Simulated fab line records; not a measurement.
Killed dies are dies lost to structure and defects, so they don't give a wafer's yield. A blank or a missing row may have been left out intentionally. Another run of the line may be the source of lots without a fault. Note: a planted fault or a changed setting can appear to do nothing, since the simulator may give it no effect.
fab line records	flow n5_finfet
record lots=24	wafers=72	last_day=18
route steps=1938 shown BEOL_M3@1018 BEOL_M4@1070 BEOL_M5@1126
lots untouched by any fault: they come from a run of this same line in which no faults occurred
start_h: the number of hours between the record's first day and the start of the first shown wafer of the lot	wait_h: hours from the lot's prior step to this one	" as in the row above	L1.1+2: a row that stands for several wafers	- value missing, or start not given	* or withheld: withheld	< > ~ a bound
route shown NAME@n: NAME is a module with steps in the file, n the number in the route of the first one	usual: mean/standard deviation taken from wafers without a fault	same: alike in all rows	chamber/n: place in a boat	sites: per-site readings	_std_site: the standard deviation of these	_edge_site: the outer-site mean with the inner-site mean subtracted	radius_mm: how far each site lies from the wafer's centre	mask NAME#n: copy n	behind: tool/chamber where the wafer was last shaped	hold: cause of the lot's hold/its duration in hours/its outcome	device: whichever transistor did not switch (one of n, p or np)	end of line: the tests these same wafers got at the end of their route	a step with no rows: only its recipe	killed: count of dies lost to structure and defects at first sort (not the wafer's yield)	map: shows each die of a wafer: x if killed, . if not, _ if none is there
set.NAME: the setting that was run; set.NAME@STEP: the one run at that earlier step	model.NAME: the simulator's own value behind a step, which no gauge read
one table for each step of the route and one row for each wafer, over a sample of lots
services: from which hour (start_h, from the record's first day; less than 0 if before it) a tool's chamber was out of use, for how many hours, and why
## steps
# step N5_BEOL_M3_DEP_57
# recipe material=SiCN	target_thk_a=80	temp_c=withheld	precursor=3MS/NH3	pressure_torr=3	rf_w=202	time_s=14
# usual showerhead_plenum_p_Torr=3.664/0.012	throttle_valve_pct=9.1/0.51
# same time_s=14
lot.wafer	tool	chamber	start_h	wait_h	showerhead_plenum_p_Torr	throttle_valve_pct
L074.1	pecvd-02	2	150.01	0.0	3.671	8.6
L074.5	"	0	"	"	3.666	9.4
L074.6	"	2	"	"	3.661	8.5
L075.3	pecvd-01	2	158.55	0.0	3.675	7.9
L075.4	"	1	"	"	3.670	9.5
L075.6	"	2	"	"	3.677	7.8
L076.1	pecvd-02	1	167.55	0.0	3.653	9.5
L076.3	"	1	"	"	3.661	9.7
L076.5	"	1	"	"	3.651	9.5
L077.1	pecvd-02	1	176.53	0.0	3.650	9.6
L077.4	"	1	"	"	3.651	9.6
L077.5	"	2	"	"	3.670	8.4
L078.1	pecvd-03	0	179.12	0.0	3.664	9.5
L078.3	"	1	"	"	3.668	9.0
L078.5	"	2	"	"	3.666	9.0
L079.2	pecvd-03	2	181.20	0.0	3.662	9.0
L079.3	"	0	"	"	3.657	9.3
L079.6	"	0	"	"	3.659	9.4
L080.3	pecvd-01	2	207.50	0.0	3.666	8.2
L080.5	"	1	"	"	3.675	9.6
L080.6	"	2	"	"	3.668	8.1
L081.1	pecvd-03	1	208.88	0.0	3.693	9.2
L081.3	"	0	"	"	3.652	9.3
L081.6	"	0	"	"	3.657	9.3
L083.1	pecvd-03	2	212.22	0.0	3.662	9.0
L083.2	"	1	"	"	3.684	9.2
L083.3	"	0	"	"	3.664	9.3
L082.1	pecvd-02	0	220.18	0.0	3.656	9.7
L082.4	"	0	"	"	3.649	9.7
L082.5	"	1	"	"	3.656	9.7
L084.2	pecvd-02	2	231.48	0.0	3.661	8.9
L084.4	"	1	"	"	3.658	9.7
L084.5	"	1	"	"	3.674	9.6
L085.1	pecvd-02	0	239.94	0.0	3.659	9.6
L085.3	"	1	"	"	3.645	9.8
L085.6	"	1	"	"	3.649	9.7
L086.1	pecvd-03	1	243.07	0.0	3.698	9.2
L086.3	"	1	"	"	3.680	8.9
L086.4	"	0	"	"	3.654	9.2
L087.1	pecvd-02	1	243.23	0.0	3.655	9.4
L087.2	"	0	"	"	3.652	9.7
L087.5	"	2	"	"	3.664	8.6
L088.3	pecvd-03	2	243.81	0.0	3.658	9.1
L088.4	"	0	"	"	3.664	9.6
L088.5	"	1	"	"	3.689	9.2
L089.2	pecvd-02	2	248.24	0.0	3.663	8.4
L089.3	"	1	"	"	3.658	9.5
L089.5	"	0	"	"	3.661	9.5
L090.2	pecvd-02	2	251.67	0.0	3.665	8.6
L090.5	"	1	"	"	3.651	9.4
L090.6	"	2	"	"	3.656	8.6
L091.2	pecvd-02	2	258.16	0.0	3.666	8.6
L091.5	"	2	"	"	3.678	8.5
L091.6	"	1	"	"	3.648	9.5
L092.1	pecvd-01	2	276.83	0.0	3.671	8.0
L092.2	"	1	"	"	3.675	9.6
L092.5	"	2	"	"	3.670	8.0
L093.3	pecvd-01	2	277.31	0.0	3.676	8.5
L093.4	"	1	"	"	3.681	9.7
L093.6	"	0	"	"	3.646	8.6
L094.3	pecvd-01	1	288.16	0.0	3.676	9.4
L094.4	"	1	"	"	3.667	9.6
L094.5	"	0	"	"	3.644	8.9
L095.1	pecvd-03	1	294.32	0.0	3.685	9.3
L095.4	"	2	"	"	3.664	9.2
L095.6	"	1	"	"	3.687	9.2
L096.2	pecvd-01	1	294.41	0.0	3.678	9.9
L096.3	"	2	"	"	3.671	8.3
L096.4	"	2	"	"	3.674	8.3
L097.1	pecvd-01	2	303.13	0.0	3.674	8.1
L097.3	"	1	"	"	3.680	9.8
L097.6	"	1	"	"	3.685	10.0
# step N5_BEOL_M3_RS_MEAS_58
# recipe thk_meas_gauge=four-point-probe	reads=Co_of_BEOL_M3_CO_CAP_55+Cu_of_BEOL_M3_ECD_50+Co_of_BEOL_M3_CVD_47+TaN_of_BEOL_M3_ALD_84
# usual M3_RS=0.67/0.045
lot.wafer	tool	chamber	start_h	wait_h	M3_RS[ohm/sq]
L074.1	film_metro-01	-	150.08	0.0	0.76
L074.5	"	-	"	"	0.61
L074.6	"	-	"	"	0.68
L075.3	film_metro-01	-	158.62	0.1	0.70
L075.4	"	-	"	"	0.67
L075.6	"	-	"	"	0.64
L076.1	film_metro-02	-	167.63	0.1	0.70
L076.3	"	-	"	"	0.71
L076.5	"	-	"	"	0.59
L077.1	film_metro-01	-	176.59	0.0	0.66
L077.4	"	-	"	"	0.63
L077.5	"	-	"	"	0.64
L078.1	film_metro-01	-	179.19	0.0	0.73
L078.3	"	-	"	"	0.66
L078.5	"	-	"	"	0.71
L079.2	film_metro-01	-	181.27	0.1	0.66
L079.3	"	-	"	"	0.63
L079.6	"	-	"	"	0.63
L080.3	film_metro-01	-	207.56	0.1	0.61
L080.5	"	-	"	"	0.61
L080.6	"	-	"	"	0.63
L081.1	film_metro-01	-	208.94	0.0	0.68
L081.3	"	-	"	"	0.77
L081.6	"	-	"	"	0.70
L083.1	film_metro-02	-	212.28	0.0	0.64
L083.2	"	-	"	"	0.65
L083.3	"	-	"	"	0.69
L082.1	film_metro-02	-	220.25	0.0	0.76
L082.4	"	-	"	"	0.70
L082.5	"	-	"	"	0.77
L084.2	film_metro-02	-	231.57	0.1	0.66
L084.4	"	-	"	"	0.74
L084.5	"	-	"	"	0.68
L085.1	film_metro-02	-	240.00	0.0	0.69
L085.3	"	-	"	"	0.72
L085.6	"	-	"	"	0.68
L086.1	film_metro-01	-	243.15	0.1	0.79
L086.3	"	-	"	"	0.68
L086.4	"	-	"	"	0.68
L087.1	film_metro-01	-	243.30	0.0	0.71
L087.2	"	-	"	"	0.71
L087.5	"	-	"	"	0.66
L088.3	film_metro-01	-	243.88	0.1	0.71
L088.4	"	-	"	"	0.73
L088.5	"	-	"	"	0.72
L089.2	film_metro-02	-	248.31	0.1	0.62
L089.3	"	-	"	"	0.68
L089.5	"	-	"	"	0.61
L090.2	film_metro-02	-	251.74	0.1	0.70
L090.5	"	-	"	"	0.74
L090.6	"	-	"	"	0.64
L091.2	film_metro-02	-	258.22	0.1	0.71
L091.5	"	-	"	"	0.65
L091.6	"	-	"	"	0.76
L092.1	film_metro-01	-	276.89	0.0	0.70
L092.2	"	-	"	"	0.76
L092.5	"	-	"	"	0.67
L093.3	film_metro-02	-	277.38	0.1	0.68
L093.4	"	-	"	"	0.60
L093.6	"	-	"	"	0.67
L094.3	film_metro-01	-	288.23	0.1	0.67
L094.4	"	-	"	"	0.61
L094.5	"	-	"	"	0.70
L095.1	film_metro-02	-	294.38	0.0	0.67
L095.4	"	-	"	"	0.62
L095.6	"	-	"	"	0.57
L096.2	film_metro-01	-	294.48	0.1	0.69
L096.3	"	-	"	"	0.73
L096.4	"	-	"	"	0.70
L097.1	film_metro-02	-	303.19	0.0	0.66
L097.3	"	-	"	"	0.66
L097.6	"	-	"	"	0.65
# step N5_BEOL_M4_TRENCH_ETCH_37
# recipe chemistry=C4F6/O2	target_depth_a=555.55	target=SiOC	time_s=29.2	ion_energy_ev=250	pressure_mtorr=30	source_w=355	bias_w=185	Ar_flow_sccm=300	C4F6_flow_sccm=10	O2_flow_sccm=10
# usual drypump_motor_current_A=5.6/0.38	oes_product_au=0.81/0.093	rf_vpp_V=668/19	showerhead_plenum_p_Torr=2.90/0.11	throttle_valve_pct=20.91/0.24
# same time_s=29.2
lot.wafer	tool	chamber	start_h	wait_h	drypump_motor_current_A	oes_product_au	rf_hours_counter_h	rf_vpp_V	showerhead_plenum_p_Torr	throttle_valve_pct
L074.1	rie_diel-05	0	-	-	4.7	0.88	33	649	2.92	20.63
L074.5	"	1	"	"	5.6	0.80	-	702	2.74	20.84
L074.6	"	2	"	"	5.7	0.67	-	640	2.77	20.85
L075.3	rie_diel-01	0	-	-	5.8	0.97	3	657	2.93	20.92
L075.4	"	0	"	"	5.8	0.95	-	658	2.93	20.91
L075.6	"	1	"	"	5.1	0.68	-	636	2.93	21.24
L076.1	rie_diel-03	3	-	-	5.4	0.79	84	694	3.00	20.83
L076.3	"	0	"	"	5.5	0.72	181	661	2.73	21.37
L076.5	"	2	"	"	6.0	0.91	-	685	3.03	20.69
L077.1	rie_diel-01	3	-	-	5.6	0.77	112	675	2.87	20.64
L077.4	"	1	"	"	5.0	0.68	-	637	2.93	21.26
L077.5	"	0	"	"	5.8	0.93	-	657	2.93	20.95
L078.1	rie_diel-03	0	-	-	5.5	0.72	185	660	2.73	21.39
L078.3	"	2	"	"	6.0	0.90	40	684	3.03	20.70
L078.5	"	1	"	"	5.0	0.99	-	675	3.04	20.79
L079.2	rie_diel-01	2	-	-	5.9	0.99	1	658	3.04	20.90
L079.3	"	1	"	"	5.1	0.68	227	637	2.93	21.26
L079.6	"	3	"	"	5.6	0.78	-	675	2.87	20.66
L080.3	rie_diel-01	0	-	-	5.8	0.91	20	656	2.92	20.96
L080.5	"	0	"	"	5.8	0.92	-	656	2.93	20.94
L080.6	"	3	"	"	5.6	0.77	-	674	2.87	20.65
L081.1	rie_diel-03	0	-	-	5.5	0.72	194	661	2.73	21.41
L081.3	"	1	"	"	5.0	0.94	10	677	3.04	20.80
L081.6	"	0	"	"	5.5	0.71	-	661	2.73	21.40
L083.1	rie_diel-05	2	-	-	5.8	0.66	245	640	2.76	20.89
L083.2	"	1	"	"	5.6	0.78	130	702	2.73	20.87
L083.3	"	3	"	"	6.3	0.89	38	684	2.82	20.56
L082.1	rie_diel-05	0	-	-	4.7	0.83	59	648	2.91	20.66
L082.4	"	1	"	"	5.6	0.77	134	702	2.73	20.87
L082.5	"	2	"	"	5.8	0.65	-	640	2.76	20.90
L084.2	rie_diel-01	0	-	-	5.8	0.88	33	657	2.92	20.97
L084.4	"	2	"	"	5.9	0.92	22	656	3.03	20.97
L084.5	"	2	"	"	5.9	0.91	-	657	3.03	20.95
L085.1	rie_diel-03	1	-	-	5.1	0.91	23	677	3.03	20.84
L085.3	"	3	"	"	5.4	0.77	110	695	2.98	20.86
L085.6	"	1	"	"	5.0	0.89	-	675	3.03	20.84
L086.1	rie_diel-05	2	-	-	5.7	0.66	256	640	2.76	20.91
L086.3	"	3	"	"	6.3	0.87	48	686	2.82	20.57
L086.4	"	0	"	"	4.7	0.84	65	649	2.90	20.68
L087.1	rie_diel-01	0	-	-	5.8	0.88	35	657	2.92	21.00
L087.2	"	2	"	"	5.9	0.92	24	658	3.03	20.97
L087.5	"	1	"	"	5.0	0.66	-	635	2.92	21.29
L089.2	rie_diel-03	2	-	-	6.0	0.86	65	684	3.02	20.75
L089.3	"	3	"	"	5.4	0.77	113	693	2.98	20.86
L089.5	"	1	"	"	5.0	0.89	-	677	3.03	20.83
L088.3	rie_diel-01	1	-	-	5.0	0.66	250	636	2.92	21.30
L088.4	"	2	"	"	5.9	0.91	24	657	3.03	20.95
L088.5	"	2	"	"	6.0	0.91	-	657	3.03	20.95
L090.2	rie_diel-03	1	-	-	5.0	0.89	27	676	3.03	20.84
L090.5	"	1	"	"	5.0	0.88	-	677	3.03	20.82
L090.6	"	0	"	"	5.5	0.70	-	658	2.72	21.42
L091.2	rie_diel-01	0	-	-	5.8	0.87	45	656	2.91	20.99
L091.5	"	0	"	"	5.8	0.86	-	657	2.91	21.00
L091.6	"	3	"	"	5.6	0.74	-	673	2.85	20.70
L092.1	rie_diel-01	3	-	-	5.6	0.75	145	675	2.85	20.68
L092.2	"	0	"	"	5.8	0.86	45	655	2.91	20.99
L092.5	"	2	"	"	5.9	0.90	-	657	3.02	20.99
L093.3	rie_diel-03	0	-	-	5.5	0.69	220	659	2.72	21.45
L093.4	"	2	"	"	6.0	0.84	76	683	3.01	20.74
L093.6	"	1	"	"	5.1	0.87	-	676	3.02	20.84
L094.3	rie_diel-03	0	-	-	5.5	0.68	231	660	2.71	21.45
L094.4	"	2	"	"	6.0	0.83	87	685	3.01	20.76
L094.5	"	3	"	"	5.4	0.75	-	693	2.97	20.90
L095.1	rie_diel-01	1	-	-	5.1	0.94	11	635	2.91	20.88
L095.4	"	0	"	"	5.8	0.84	58	657	2.91	21.02
L095.6	"	3	"	"	5.6	0.73	-	673	2.85	20.72
L096.2	rie_diel-03	2	-	-	6.0	0.83	87	684	3.01	20.75
L096.3	"	3	"	"	5.4	0.75	131	694	2.97	20.89
L096.4	"	1	"	"	5.0	0.85	45	675	3.02	20.86
L097.1	rie_diel-05	3	-	-	6.3	0.85	61	685	2.81	20.60
L097.3	"	2	"	"	5.7	1.02	2	639	2.76	20.64
L097.6	"	1	"	"	5.6	0.76	-	702	2.72	20.89
# step N5_BEOL_M4_ANNEAL_93
# recipe temp_c=400	time_s=240	ambient=vacuum
# usual heater_power_w=805/85	susceptor_temp_C=400.01/0.23	susceptor_temp_C_max=400.9/0.33
# same time_s=240
lot.wafer	tool	chamber	start_h	wait_h	heater_power_w	susceptor_temp_C	susceptor_temp_C_max
L074.1	pvd_sputter-03	-	161.20	0.0	707	400.07	400.7
L074.5	"	-	"	"	730	400.30	401.0
L074.6	"	-	"	"	680	400.16	401.9
L075.3	pvd_sputter-03	-	168.29	0.0	703	400.10	401.7
L075.4	"	-	"	"	699	400.18	401.5
L075.6	"	-	"	"	947	399.82	400.7
L076.1	pvd_sputter-03	-	178.09	0.0	692	400.19	401.4
L076.3	"	-	"	"	783	400.32	401.2
L076.5	"	-	"	"	954	400.03	401.0
L077.1	pvd_sputter-02	-	186.97	0.0	824	399.65	400.4
L077.4	"	-	"	"	685	400.24	401.2
L077.5	"	-	"	"	875	400.33	401.1
L078.1	pvd_sputter-03	-	187.11	0.0	722	399.57	400.4
L078.3	"	-	"	"	942	400.07	401.0
L078.5	"	-	"	"	718	400.21	400.8
L079.2	pvd_sputter-02	-	190.33	0.0	688	399.72	400.7
L079.3	"	-	"	"	875	399.99	400.8
L079.6	"	-	"	"	846	400.45	401.3
L080.3	pvd_sputter-03	-	213.77	0.0	717	399.83	400.5
L080.5	"	-	"	"	719	399.83	400.6
L080.6	"	-	"	"	797	399.74	400.6
L081.1	pvd_sputter-01	-	219.77	0.1	810	399.90	401.0
L081.3	"	-	"	"	741	399.84	400.9
L081.6	"	-	"	"	762	400.24	401.1
L083.1	pvd_sputter-02	-	223.94	0.0	804	399.98	400.7
L083.2	"	-	"	"	889	399.76	400.7
L083.3	"	-	"	"	822	399.91	400.7
L082.1	pvd_sputter-02	-	235.44	0.0	847	399.93	400.7
L082.4	"	-	"	"	695	400.00	400.8
L082.5	"	-	"	"	880	400.09	400.8
L084.2	pvd_sputter-01	-	249.93	0.0	929	399.79	400.5
L084.4	"	-	"	"	746	399.85	400.9
L084.5	"	-	"	"	804	400.37	401.1
L085.1	pvd_sputter-02	-	250.51	0.0	678	399.58	400.2
L085.3	"	-	"	"	817	399.68	400.5
L085.6	"	-	"	"	838	400.12	401.4
L086.1	pvd_sputter-01	-	251.77	0.0	867	399.92	401.1
L086.3	"	-	"	"	753	399.90	400.6
L086.4	"	-	"	"	818	399.71	400.5
L087.1	pvd_sputter-02	-	255.57	0.0	690	400.35	401.1
L087.2	"	-	"	"	819	400.17	401.2
L087.5	"	-	"	"	821	399.99	401.0
L089.2	pvd_sputter-03	-	256.61	0.0	704	400.02	400.7
L089.3	"	-	"	"	700	400.05	401.3
L089.5	"	-	"	"	805	399.48	400.5
L088.3	pvd_sputter-02	-	257.41	0.0	818	399.81	400.6
L088.4	"	-	"	"	891	400.14	400.9
L088.5	"	-	"	"	813	399.89	400.8
L090.2	pvd_sputter-01	-	261.21	0.0	906	400.12	400.9
L090.5	"	-	"	"	858	399.95	401.1
L090.6	"	-	"	"	800	399.82	400.7
L091.2	pvd_sputter-03	-	281.91	0.0	723	399.73	400.5
L091.5	"	-	"	"	924	399.83	400.7
L091.6	"	-	"	"	674	399.74	401.0
L092.1	pvd_sputter-01	-	282.72	0.0	861	399.99	401.2
L092.2	"	-	"	"	918	400.48	401.3
L092.5	"	-	"	"	903	400.14	400.9
L093.3	pvd_sputter-01	-	286.38	0.0	722	400.21	401.1
L093.4	"	-	"	"	896	399.47	400.3
L093.6	"	-	"	"	923	399.94	400.8
L094.3	pvd_sputter-01	-	308.84	0.0	820	400.18	401.3
L094.4	"	-	"	"	742	400.44	401.4
L094.5	"	-	"	"	858	400.49	401.5
L095.1	pvd_sputter-03	-	308.97	0.0	728	400.38	401.0
L095.4	"	-	"	"	797	400.09	401.0
L095.6	"	-	"	"	710	400.21	400.8
L096.2	pvd_sputter-02	-	309.15	0.0	853	400.08	401.1
L096.3	"	-	"	"	901	399.61	400.3
L096.4	"	-	"	"	816	400.20	401.1
L097.1	pvd_sputter-03	-	315.67	0.0	720	400.21	400.9
L097.3	"	-	"	"	973	399.79	400.6
L097.6	"	-	"	"	676	400.49	401.5
# step N5_BEOL_M4_PRE_CLEAN_60
# recipe gas=NH3/H2	time_s=15	temp_c=*	rf_power_w=300
# usual heater_power_w=91/23	susceptor_temp_C=*
# same time_s=15
lot.wafer	tool	chamber	start_h	wait_h	heater_power_w	susceptor_temp_C
L074.1	cvd_co-02	1	163.07	0.0	77	*
L074.5	"	2	"	"	75	*
L074.6	"	1	"	"	76	*
L075.3	cvd_co-01	0	169.47	0.0	88	*
L075.4	"	2	"	"	105	*
L075.6	"	0	"	"	90	*
L076.1	cvd_co-01	2	179.28	0.0	102	*
L076.3	"	0	"	"	88	*
L076.5	"	2	"	"	103	*
L077.1	cvd_co-01	2	188.15	0.0	103	*
L077.4	"	2	"	"	103	*
L077.5	"	1	"	"	134	*
L078.1	cvd_co-01	0	188.30	0.0	89	*
L078.3	"	1	"	"	137	*
L078.5	"	1	"	"	132	*
L079.2	cvd_co-02	0	191.51	0.0	67	*
L079.3	"	2	"	"	73	*
L079.6	"	1	"	"	76	*
L080.3	cvd_co-02	1	214.97	0.0	77	*
L080.5	"	1	"	"	75	*
L080.6	"	2	"	"	75	*
L081.1	cvd_co-01	0	221.39	0.0	90	*
L081.3	"	1	"	"	137	*
L081.6	"	1	"	"	138	*
L083.1	cvd_co-02	0	225.14	0.0	67	*
L083.2	"	2	"	"	73	*
L083.3	"	1	"	"	78	*
L082.1	cvd_co-02	0	236.79	0.0	67	*
L082.4	"	2	"	"	73	*
L082.5	"	0	"	"	65	*
L084.2	cvd_co-01	1	251.14	0.0	136	*
L084.4	"	0	"	"	89	*
L084.5	"	2	"	"	106	*
L085.1	cvd_co-01	2	251.78	0.0	105	*
L085.3	"	1	"	"	134	*
L085.6	"	2	"	"	106	*
L086.1	cvd_co-02	2	252.96	0.0	74	*
L086.3	"	1	"	"	76	*
L086.4	"	0	"	"	66	*
L087.1	cvd_co-01	1	256.76	0.0	134	*
L087.2	"	0	"	"	88	*
L087.5	"	0	"	"	89	*
L089.2	cvd_co-02	1	257.79	0.0	79	*
L089.3	"	0	"	"	67	*
L089.5	"	0	"	"	68	*
L088.3	cvd_co-02	0	258.62	0.1	68	*
L088.4	"	0	"	"	67	*
L088.5	"	1	"	"	75	*
L090.2	cvd_co-01	0	262.40	0.0	88	*
L090.5	"	0	"	"	89	*
L090.6	"	2	"	"	103	*
L091.2	cvd_co-01	1	283.09	0.0	132	*
L091.5	"	0	"	"	87	*
L091.6	"	1	"	"	133	*
L092.1	cvd_co-01	2	283.92	0.0	106	*
L092.2	"	1	"	"	131	*
L092.5	"	0	"	"	88	*
L093.3	cvd_co-02	1	287.56	0.0	77	*
L093.4	"	2	"	"	73	*
L093.6	"	1	"	"	76	*
L094.3	cvd_co-02	2	310.04	0.0	74	*
L094.4	"	0	"	"	66	*
L094.5	"	2	"	"	74	*
L095.1	cvd_co-02	1	310.15	0.0	77	*
L095.4	"	0	"	"	68	*
L095.6	"	1	"	"	78	*
L096.2	cvd_co-02	2	311.69	0.0	75	*
L096.3	"	0	"	"	67	*
L096.4	"	2	"	"	74	*
L097.1	cvd_co-01	2	316.85	0.0	104	*
L097.3	"	1	"	"	134	*
L097.6	"	1	"	"	132	*
# step N5_BEOL_M5_CD_MEAS_11
# recipe target_cd_nm=27.74	landing_energy_ev=500	detector=se_inlens
# usual cd_nm=28.0/0.31
lot.wafer	tool	chamber	start_h	wait_h	cd_nm
L074.1	cd_sem-01	0	165.59	-	28.0
L074.5	"	0	"	"	28.2
L074.6	"	0	"	"	27.8
L075.3	cd_sem-02	0	172.20	-	28.1
L075.4	"	0	"	"	27.7
L075.6	"	0	"	"	28.0
L076.1	cd_sem-02	0	183.69	-	28.2
L076.3	"	0	"	"	27.7
L076.5	"	0	"	"	28.0
L077.1	cd_sem-02	0	191.40	-	28.0
L077.4	"	0	"	"	28.2
L077.5	"	0	"	"	27.9
L078.1	cd_sem-02	0	191.48	-	27.3
L078.3	"	0	"	"	27.1
L078.5	"	0	"	"	27.8
L079.2	cd_sem-02	0	194.57	-	27.6
L079.3	"	0	"	"	27.3
L079.6	"	0	"	"	27.4
L080.3	cd_sem-03	0	217.71	-	27.7
L080.5	"	0	"	"	27.9
L080.6	"	0	"	"	27.6
L081.1	cd_sem-03	0	224.82	-	27.9
L081.3	"	0	"	"	27.2
L081.6	"	0	"	"	28.0
L083.1	cd_sem-03	0	228.42	-	27.3
L083.2	"	0	"	"	27.5
L083.3	"	0	"	"	27.6
L082.1	cd_sem-01	0	240.13	-	28.1
L082.4	"	0	"	"	27.8
L082.5	"	0	"	"	27.9
L084.2	cd_sem-03	0	254.78	-	28.2
L084.4	"	0	"	"	28.7
L084.5	"	0	"	"	28.8
L085.1	cd_sem-01	0	255.01	-	28.2
L085.3	"	0	"	"	28.0
L085.6	"	0	"	"	27.7
L086.1	cd_sem-02	0	257.74	-	28.5
L086.3	"	0	"	"	28.0
L086.4	"	0	"	"	28.4
L087.1	cd_sem-03	0	263.55	-	28.2
L087.2	"	0	"	"	28.0
L087.5	"	0	"	"	28.0
L089.2	cd_sem-01	0	263.78	-	28.1
L089.3	"	0	"	"	28.1
L089.5	"	0	"	"	28.3
L088.3	cd_sem-03	0	264.36	-	27.5
L088.4	"	0	"	"	27.2
L088.5	"	0	"	"	28.3
L090.2	cd_sem-02	0	265.19	-	27.6
L090.5	"	0	"	"	27.7
L090.6	"	0	"	"	27.8
L091.2	cd_sem-01	0	287.29	-	27.9
L091.5	"	0	"	"	28.0
L091.6	"	0	"	"	28.2
L092.1	cd_sem-02	0	287.49	-	28.2
L092.2	"	0	"	"	28.4
L092.5	"	0	"	"	28.4
L093.3	cd_sem-02	0	290.62	-	28.3
L093.4	"	0	"	"	28.2
L093.6	"	0	"	"	27.9
L094.3	cd_sem-03	0	313.71	-	28.4
L094.4	"	0	"	"	28.0
L094.5	"	0	"	"	28.4
L095.1	cd_sem-01	0	313.91	-	28.0
L095.4	"	0	"	"	27.9
L095.6	"	0	"	"	27.4
L096.2	cd_sem-02	0	314.20	-	28.3
L096.3	"	0	"	"	28.1
L096.4	"	0	"	"	28.2
L097.1	cd_sem-01	0	324.16	-	28.3
L097.3	"	0	"	"	28.0
L097.6	"	0	"	"	28.0
## services
tool	chamber	start_h	hours	kind
pvd_sputter-01	-	133.40	2.5	repair
rie_diel-01	0	141.30	-	clean
rie_diel-01	0	141.30	-	consumable_replace:focus_ring
rie_diel-01	0	141.30	18.6	scheduled_down
rie_diel-01	0	141.30	18.6	vent_cycle
rie_diel-01	2	159.92	-	clean
rie_diel-01	2	159.92	-	consumable_replace:focus_ring
cvd_co-01	-	163.02	0.8	repair
rie_diel-03	0	167.94	1.8	repair
pecvd-01	0	168.30	5.9	repair
pecvd-02	0	182.67	2.3	repair
pecvd-02	-	184.08	0.6	repair
pecvd-03	-	209.60	1.2	repair
rie_diel-01	3	233.35	4.4	repair
pecvd-03	2	237.88	5.4	repair
rie_diel-05	2	248.24	5.7	repair
rie_diel-03	1	260.43	9.6	repair
rie_diel-03	3	273.20	6.0	repair
rie_diel-05	-	280.28	28.1	pm
cvd_co-02	-	302.30	0.5	repair
cvd_co-01	-	305.44	6.9	pm
pecvd-03	2	309.52	7.6	repair
rie_diel-03	1	316.51	4.1	repair
pvd_sputter-03	-	316.53	4.6	repair
## key
fault none
